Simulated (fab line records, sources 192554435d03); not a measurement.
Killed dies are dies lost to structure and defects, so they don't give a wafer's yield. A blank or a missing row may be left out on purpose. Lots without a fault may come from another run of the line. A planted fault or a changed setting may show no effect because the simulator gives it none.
Split-lot experiment | flow n5_finfet | 7 lots, 21 wafers read, on a route of 1938 steps

THE SPLIT
At N5_BEOL_M0_CUTY_COAT_51 (resist thk 150 nm), the setting spin_rpm was moved away from the recipe's 1500 rpm on 7 of the 21 wafers read, by -5.8% to +10.8%. The other wafers ran this setting at the recipe's value.

The reading is taken at the split's own step.

THE READING
CAR-ArF-block_of_BEOL_M0_CUTY_COAT_51.thk_nm (the simulator's own value, which no gauge read), in nm, at N5_BEOL_M0_CUTY_COAT_51 (resist thk 150 nm). The file gives no usual value for it. The 14 wafers here that ran the recipe average 150.0 nm, standard deviation 0.22 nm.

wafer  | tool, chamber at the split | spin_rpm as run, rpm | against the recipe | CAR-ArF-block_of_BEOL_M0_CUTY_COAT_51.thk_nm, nm | against lot-mates on the recipe
L083.3 | litho_track-02, 0          | 1413                 | -5.8%              | 154.6                                            | +4.6
L083.4 | litho_track-02, 0          | 1413                 | -5.8%              | 154.6                                            | +4.6
L083.6 | litho_track-02, 0          | 1500                 | recipe             | 150                                              | -
L090.1 | litho_track-03, 0          | 1500                 | recipe             | 150                                              | -
L090.2 | litho_track-03, 0          | 1500                 | recipe             | 149.8                                            | -
L090.6 | litho_track-03, 0          | 1500                 | recipe             | 150.2                                            | -
L089.2 | litho_track-05, 0          | 1628                 | +8.5%              | 143.6                                            | -6.4
L089.5 | litho_track-05, 0          | 1500                 | recipe             | 150                                              | -
L089.6 | litho_track-05, 0          | 1628                 | +8.5%              | 144                                              | -6.0
L091.2 | litho_track-02, 0          | 1500                 | recipe             | 150.6                                            | -
L091.4 | litho_track-02, 0          | 1500                 | recipe             | 150.2                                            | -
L091.5 | litho_track-02, 0          | 1500                 | recipe             | 150.2                                            | -
L092.1 | litho_track-03, 0          | 1586                 | +5.7%              | 146.4                                            | -3.8
L092.5 | litho_track-03, 0          | 1586                 | +5.7%              | 146.4                                            | -3.8
L092.3 | litho_track-03, 0          | 1500                 | recipe             | 150.2                                            | -
L094.2 | litho_track-02, 0          | 1662                 | +10.8%             | 142.4                                            | -7.5
L094.4 | litho_track-02, 0          | 1500                 | recipe             | 150                                              | -
L094.6 | litho_track-02, 0          | 1500                 | recipe             | 149.8                                            | -
L097.1 | litho_track-02, 0          | 1500                 | recipe             | 149.8                                            | -
L097.4 | litho_track-02, 0          | 1500                 | recipe             | 149.8                                            | -
L097.2 | litho_track-02, 0          | 1500                 | recipe             | 150                                              | -

THE FIT
A straight line over all 21 wafers: CAR-ArF-block_of_BEOL_M0_CUTY_COAT_51.thk_nm changes by -0.724 nm for each +1% of spin_rpm; r = -1.00; the points scatter about the line by 0.27 nm.
The same after taking each lot's own level away (the mean of its wafers on the recipe; 21 wafers): -0.724 nm for each +1%; r = -1.00; scatter 0.21 nm.
On that fit, the largest move of spin_rpm shifts the reading by 7.8 nm.
The lots' own levels span 149.87 to 150.33 nm, that is 2.2 times the standard deviation above.
So the lot-to-lot level changes the slope little: the two slopes agree.
Check: with one of the wafers moved furthest among these (+10.8%) left out of the fit, the line predicts -7.83 nm for it against its lot-mates. It came out at -7.5 nm against them.

OTHER SPLITS ON THESE WAFERS
These wafers also went through other splits before the reading. Each is held against what the fit with the lots' levels taken away leaves over:
other split on the same wafers       | wafers away from the commonest value | r with CAR-ArF-block_of_BEOL_M0_CUTY_COAT_51.thk_nm (lot level and that fit taken away)
N5_MOL_CONTACT_COAG_COAT_76 spin_rpm | 8                                    | -0.34
N5_BEOL_M0_SAQP_PECVD_96 time_s      | 5                                    | +0.03
N5_BEOL_M0_SAQP_ETCH_88 source_w     | 5                                    | -0.28

THE FILE'S OWN FIT
CAR-ArF-block_of_BEOL_M0_CUTY_COAT_51.thk_nm changes by -0.712 nm for each +1% of spin_rpm, r = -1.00.
